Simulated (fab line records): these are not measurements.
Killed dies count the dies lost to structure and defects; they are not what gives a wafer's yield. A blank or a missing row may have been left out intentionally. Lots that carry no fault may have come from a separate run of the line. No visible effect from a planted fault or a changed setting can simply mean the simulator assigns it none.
A lot that was struck, set against a sound lot	flow nand_harc	25 steps out of a route of 1302
Sound: these wafers, L558.2, L558.4, L558.5. Struck: wafers L561.1, L561.3, L561.6. At the end, the cause is stated.
For every step that has rows: the tool of each side, followed by ch and its chambers, followed by its first start. Under that, the readings that differ: sound wafers	struck wafers	difference of the means	sigmas: that difference in standard deviations of wafers without a fault.
alike: words and numbers the same on both sides, and readings whose means are apart by under 2 such deviations; not compared: readings that were withheld, readings missing a value for some wafer, numbers with overlapping values and no deviation given by the record, and bounds like >300 which may hide the same value.
Wherever a step has rows on one side only, a row that says differs or no value, or a row with sigmas, the two part there. When numbers do not overlap yet have no deviation, they are printed without sigmas and do not part them. Lack of a reading on every wafer of one side parts them only where that side has two or more wafers.

NHARC_P_CONTACT_DEP_30: deposits SiNx, target thk 30 nm.
  sound on pecvd-02 ch 0,1,2, day 8 10:22; struck on pecvd-01 ch 0,1, day 9 10:02
  alike: heater_power_w, rf_fwd_power_W
NHARC_P_CONTACT_DEP_00: deposits SiO2, target thk 500 nm.
  sound: pecvd-02 ch 0,1,2; struck: pecvd-01 ch 0,1
  alike: heater_power_w, rf_fwd_power_W, showerhead_vpp_V, throttle_valve_pct
then, 9 steps without rows for these wafers: NHARC_P_CONTACT_CMP_01 (polishes SiO2, target thk 200 nm); NHARC_P_CONTACT_SRD_03; NHARC_P_CONTACT_DEHYDRATE_04 (time 120 s); NHARC_P_CONTACT_HMDS_05 (time 30 s); NHARC_P_CONTACT_COAT_33 (time 75 s); NHARC_P_CONTACT_COAT_34 (time 65 s); NHARC_P_CONTACT_COAT_06 (resist thk 90 nm); NHARC_P_CONTACT_SOFTBAKE_07 (time 55 s); NHARC_P_CONTACT_EBR_08.
NHARC_P_CONTACT_EXPOSE_09: exposes mask P CA, target cd 90 nm.
  sound on arfi_scanner-01 ch 0, day 8 11:35; struck on arfi_scanner-03 ch 0, day 9 11:19
reading	sound	struck	difference	sigmas
mask	P_CA#0 P_CA#0 P_CA#0	P_CA_R1#0 P_CA_R1#0 P_CA_R1#0	differs	
  alike: stage_vel_mm_s
then, 2 steps without rows for these wafers: NHARC_P_CONTACT_PEB_10 (peb time 65 s); NHARC_P_CONTACT_DEVELOP_11 (develop time 35 s).
NHARC_P_CONTACT_CD_MEAS_12: target cd 90 nm.
  sound on cd_sem-01 ch 0, day 8 11:43; struck on cd_sem-03 ch 0, day 9 11:27
reading	sound	struck	difference	sigmas
cd_nm (nm)	89.4 90.5 90.0	91.8 92.4 92.0	+2.1	+4
NHARC_P_CONTACT_OVL_MEAS_13:
  sound on overlay-01 at day 8 11:49; struck on overlay-02 at day 9 11:32
  alike: overlay_x_nm, overlay_y_nm
NHARC_P_CONTACT_INSPECT_14:
  sound on defect_inspect-02 at day 8 11:50; struck on defect_inspect-01 at day 9 11:34
  alike: raw_defect_count
NHARC_P_CONTACT_DESCUM_17: chemistry O2, time 3 s.
  sound on rie_diel-11 ch 0,1,2, day 8 11:55; struck on rie_diel-10 ch 0,1, day 9 11:38
reading	sound	struck	difference	sigmas
model.P_CONTACT.cd_nm (nm)	89.83 90.17 90.02	92.04 92.03 91.68	+1.91	
  alike: drypump_motor_current_A, oes_product_au, rf_vpp_V, showerhead_plenum_p_Torr, throttle_valve_pct
  not compared: rf_hours_counter_h
NHARC_P_CONTACT_ETCH_35: etches the open film in CF4, target depth 39 nm, time 65 s.
  sound on rie_diel-11 ch 0,2, day 8 11:59; struck on rie_diel-10 ch 0,1,3, day 9 11:45
  alike: drypump_motor_current_A, oes_product_au, rf_fwd_power_W, rf_vpp_V, showerhead_plenum_p_Torr, throttle_valve_pct
  not compared: rf_hours_counter_h
NHARC_P_CONTACT_ETCH_36: etches the open film in N2/H2, target depth 260 nm, time 406.25 s.
  sound: rie_diel-11 ch 2,3; struck: rie_diel-10 ch 0,1,3
  alike: drypump_motor_current_A, oes_product_au, rf_fwd_power_W, rf_vpp_V, showerhead_plenum_p_Torr, throttle_valve_pct
  not compared: rf_hours_counter_h
NHARC_P_CONTACT_ETCH_18: etches the open film in C4F8/O2/Ar, target depth 481 nm, time 240.5 s.
  sound: rie_diel-11 ch 0,3; struck: rie_diel-10 ch 1,3
  alike: oes_product_au, rf_fwd_power_W, rf_vpp_V
  not compared: rf_hours_counter_h
then, 1 step without rows for these wafers: NHARC_P_CONTACT_STRIP_37 (strips in C4F8/O2/Ar).
NHARC_P_CONTACT_ETCH_31: etches the open film in CH3F/O2, target depth 30 nm, time 85.7 s.
  sound: rie_diel-11 ch 0,1; struck: rie_diel-10 ch 0,3
reading	sound	struck	difference	sigmas
model.P_CONTACT.cd_nm (nm)	88.8 91.18 89.91	92.02 91.5 91.84	+1.82	
  alike: drypump_motor_current_A, oes_product_au, rf_fwd_power_W, rf_vpp_V, showerhead_plenum_p_Torr, throttle_valve_pct
  not compared: rf_hours_counter_h
NHARC_P_CONTACT_CD_MEAS_19:
  sound on cd_sem-01 at day 8 12:47; struck on cd_sem-02 at day 9 12:39
  alike: cd_nm
NHARC_END_SORT_01:
  the record has rows for the sound wafers here (prober-02 ch 0, day 26 18:17) and none for the struck ones

== WHERE THEY PART ==
Last at NHARC_END_SORT_01 as far as this record goes, first at NHARC_P_CONTACT_EXPOSE_09.

WHY: what had been put in by the simulator
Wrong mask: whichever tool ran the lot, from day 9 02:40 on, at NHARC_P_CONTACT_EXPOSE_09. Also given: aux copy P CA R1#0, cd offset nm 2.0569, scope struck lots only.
